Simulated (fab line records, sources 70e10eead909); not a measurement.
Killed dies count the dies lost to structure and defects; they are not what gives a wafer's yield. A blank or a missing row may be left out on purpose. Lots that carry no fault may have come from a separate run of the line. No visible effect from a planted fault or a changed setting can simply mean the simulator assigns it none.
Chamber matching | flow nand_harc | 4 sister chambers for NHARC_A_BLC_STRIP_21 on rie_diel-06
The step strips in O2. 14 wafers are shown with their chamber, then 7 later ones without.

WAFERS WITH THEIR CHAMBER
wafer  | chamber | drypump_motor_current_A (A) | oes_product_au (a.u.) | rf_vpp_V (V)
L629.2 | 1       | 6.6                         | 1.004                 | 58.0
L629.5 | 1       | 6.7                         | 1.000                 | 56.9
L629.6 | 0       | 4.9                         | 0.985                 | 58.4
L632.2 | 0       | 4.9                         | 0.985                 | 59.0
L632.3 | 3       | 5.1                         | 0.985                 | 57.2
L632.6 | 1       | 6.6                         | 0.989                 | 56.7
L631.1 | 0       | 4.9                         | 0.984                 | 57.5
L631.3 | 3       | 5.1                         | 0.991                 | 58.3
L631.5 | 0       | 4.9                         | 0.986                 | 58.5
L630.3 | 2       | 6.0                         | 1.014                 | 58.2
L630.4 | 0       | 4.9                         | 0.979                 | 57.7
L630.5 | 1       | 6.6                         | 0.999                 | 58.2
L633.3 | 1       | 6.7                         | 0.996                 | 58.1
L633.4 | 2       | 5.9                         | 1.017                 | 58.7

SIGNATURES (averages over the wafers above)
reading                 | chamber 0 | chamber 1 | chamber 2 | chamber 3 | scatter within a chamber
drypump_motor_current_A | 4.900     | 6.640     | 5.950     | 5.100     | 0.0412
oes_product_au          | 0.98380   | 0.99760   | 1.01550   | 0.98800   | 0.00422
rf_vpp_V                | 58.220    | 57.580    | 58.450    | 57.750    | 0.656
Rule: a wafer's distance from a chamber is the root of the sum, over the readings, of the square of ((its reading less the chamber's mean) divided by the reading's scatter). If the next closest chamber is less than 2 further off than the closest, the wafer can't be placed; otherwise it belongs to the closest. The scatter: the root of (the sum of the squares of (reading less its chamber's mean) over the shown wafers, divided by (wafers less chambers)).

WAFERS WITH NO CHAMBER GIVEN
wafer  | drypump_motor_current_A (A) | oes_product_au (a.u.) | rf_vpp_V (V)
L633.6 | 6.6                         | 0.998                 | 58.2
L638.1 | 6.0                         | 1.006                 | 57.4
L638.4 | 6.6                         | 0.991                 | 56.0
L638.5 | 5.1                         | 0.987                 | 58.5
L642.1 | 6.6                         | 0.988                 | 57.0
L642.2 | 5.1                         | 0.990                 | 57.4
L642.6 | 4.9                         | 1.002                 | 56.4

EACH ONE'S CHAMBER
wafer  | from the rows above     | in truth
L633.6 | 1                       | 1
L638.1 | 2                       | 2
L638.4 | 1                       | 1
L638.5 | 3                       | 3
L642.1 | 1                       | 1
L642.2 | 3                       | 3
L642.6 | can't be placed: 0 or 3 | 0
Correctly placed: 6 of 7. These rows do not allow placing 1 (true chamber among the candidates in 1). Number placed wrongly: 0.
